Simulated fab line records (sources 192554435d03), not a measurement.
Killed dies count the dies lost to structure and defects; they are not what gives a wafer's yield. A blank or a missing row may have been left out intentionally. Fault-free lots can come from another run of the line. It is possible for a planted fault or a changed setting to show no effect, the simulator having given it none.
Chamber matching | flow n5-finfet | N5_FIN_SAQP_ALD_61 on ald-sin-02: 4 sister chambers
The step deposits SiO2, target thk 4 nm, pulse time 1 s, purge time 2 s. 4 wafers are shown with their chamber, then 10 later ones without.

## EACH WAFER AND ITS CHAMBER
wafer  | chamber | heater-power-w (W)
L083.2 | 0       | 425
L084.3 | 3       | 431
L085.2 | 2       | 557
L085.4 | 1       | 479

## WAFERS WITHOUT THEIR CHAMBER
wafer  | heater-power-w (W)
L085.6 | 432
L087.1 | 428
L087.2 | 431
L087.5 | 565
L094.4 | 438
L094.5 | 429
L094.6 | 475
L096.1 | 437
L096.3 | 493
L096.4 | 560

## THE CHAMBER EACH PASSED THROUGH
wafer  | from the rows above     | in truth
L085.6 | can't be placed: 3 or 0 | 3
L087.1 | can't be placed: 0 or 3 | 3
L087.2 | can't be placed: 3 or 0 | 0
L087.5 | 2                       | 2
L094.4 | can't be placed: 3 or 0 | 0
L094.5 | can't be placed: 3 or 0 | 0
L094.6 | 1                       | 1
L096.1 | can't be placed: 3 or 0 | 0
L096.3 | 1                       | 1
L096.4 | 2                       | 2
Correctly placed: 4 of 10. Can't be placed from these rows: 6 (the true chamber is among the candidates in 6). Wrongly placed: 0.
How it was worked out, from the rows above alone: a wafer's distance from a chamber is the root of the sum, over the readings, of the square of ((its reading less the chamber's mean) divided by the reading's scatter). If the next closest chamber is less than 2 further off than the closest, the wafer can't be placed; otherwise it belongs to the closest. The mean given for a chamber averages the wafers shown for that chamber. The scatter: with one shown wafer a chamber, the root of the mean of the squares of how far each hidden wafer lies from its nearest shown one.
